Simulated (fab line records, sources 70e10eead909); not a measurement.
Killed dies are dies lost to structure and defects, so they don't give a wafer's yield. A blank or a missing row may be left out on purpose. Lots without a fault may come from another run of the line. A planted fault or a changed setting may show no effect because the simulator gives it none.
Chamber matching | flow nand_harc | NHARC_A_M1_CMP_23 on cmp-02: 4 sister chambers
The step polishes, t overpolish 20 s, target thk 154.34 nm. 4 wafers are shown with their chamber, then 9 later ones without.

WAFERS WITH THEIR CHAMBER
wafer  | chamber | motor_current_A (A)
L083.3 | 1       | 13.4
L092.1 | 0       | 11.9
L092.3 | 2       | 11.0
L092.5 | 3       | 12.2

WAFERS WITHOUT THEIR CHAMBER
wafer  | motor_current_A (A)
L094.1 | 11.0
L094.5 | 11.3
L094.6 | 12.6
L094.2 | 11.6
L094.3 | 12.4
L094.4 | 13.5
L095.4 | 11.3
L095.5 | 11.9
L095.6 | 11.8

WHICH CHAMBER EACH WENT THROUGH
wafer  | from the rows above          | in truth
L094.1 | 2                            | 2
L094.5 | can't be placed: 2 or 0      | 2
L094.6 | can't be placed: 3 or 0 or 1 | 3
L094.2 | can't be placed: 0 or 2 or 3 | 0
L094.3 | can't be placed: 3 or 0      | 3
L094.4 | 1                            | 1
L095.4 | can't be placed: 2 or 0      | 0
L095.5 | can't be placed: 0 or 3      | 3
L095.6 | can't be placed: 0 or 3      | 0
Placed correctly: 2 of 9. Can't be placed from these rows: 7 (the true chamber is among the candidates in 7). Placed wrongly: 0.
How it was worked out, from the rows above alone: a wafer's distance from a chamber is the root of the sum, over the readings, of the square of ((its reading less the chamber's mean) divided by the reading's scatter). The wafer belongs to the nearest chamber; if the next one is less than 2 further off, it can't be placed. A chamber's mean is the mean of its shown wafers. The scatter: with one shown wafer a chamber, the root of the mean of the squares of how far each hidden wafer lies from its nearest shown one.
